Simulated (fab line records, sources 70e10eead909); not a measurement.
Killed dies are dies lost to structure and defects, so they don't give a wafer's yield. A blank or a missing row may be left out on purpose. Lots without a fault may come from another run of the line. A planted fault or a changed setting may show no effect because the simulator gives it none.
Chamber matching | flow nand_harc | NHARC_A_CHANNEL_FILL_D1_ALD_14 on ald_hk-01: 4 sister chambers
The step deposits SiO2, target thk 2.5 nm, pulse time 10 s, ald cycles 25. 4 wafers are shown with their chamber, then 11 later ones without.

WAFERS WITH THEIR CHAMBER
wafer  | chamber | heater_power_w (W)
L085.1 | 1       | 478
L085.2 | 3       | 438
L085.4 | 2       | 416
L085.3 | 0       | 384

WAFERS WITHOUT THEIR CHAMBER
wafer  | heater_power_w (W)
L085.5 | 445
L085.6 | 416
L090.1 | 422
L090.2 | 464
L090.5 | 412
L096.2 | 475
L096.4 | 441
L096.6 | 421
L096.1 | 396
L096.3 | 427
L096.5 | 477

WHICH CHAMBER EACH WENT THROUGH
wafer  | from the rows above     | in truth
L085.5 | 3                       | 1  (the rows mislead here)
L085.6 | 2                       | 2
L090.1 | can't be placed: 2 or 3 | 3
L090.2 | can't be placed: 1 or 3 | 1
L090.5 | 2                       | 2
L096.2 | 1                       | 1
L096.4 | 3                       | 3
L096.6 | can't be placed: 2 or 3 | 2
L096.1 | can't be placed: 0 or 2 | 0
L096.3 | can't be placed: 2 or 3 | 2
L096.5 | 1                       | 1
Placed correctly: 5 of 11. Can't be placed from these rows: 5 (the true chamber is among the candidates in 5). Placed wrongly: 1.
How it was worked out, from the rows above alone: a wafer's distance from a chamber is the root of the sum, over the readings, of the square of ((its reading less the chamber's mean) divided by the reading's scatter). The wafer belongs to the nearest chamber; if the next one is less than 2 further off, it can't be placed. A chamber's mean is the mean of its shown wafers. The scatter: with one shown wafer a chamber, the root of the mean of the squares of how far each hidden wafer lies from its nearest shown one.
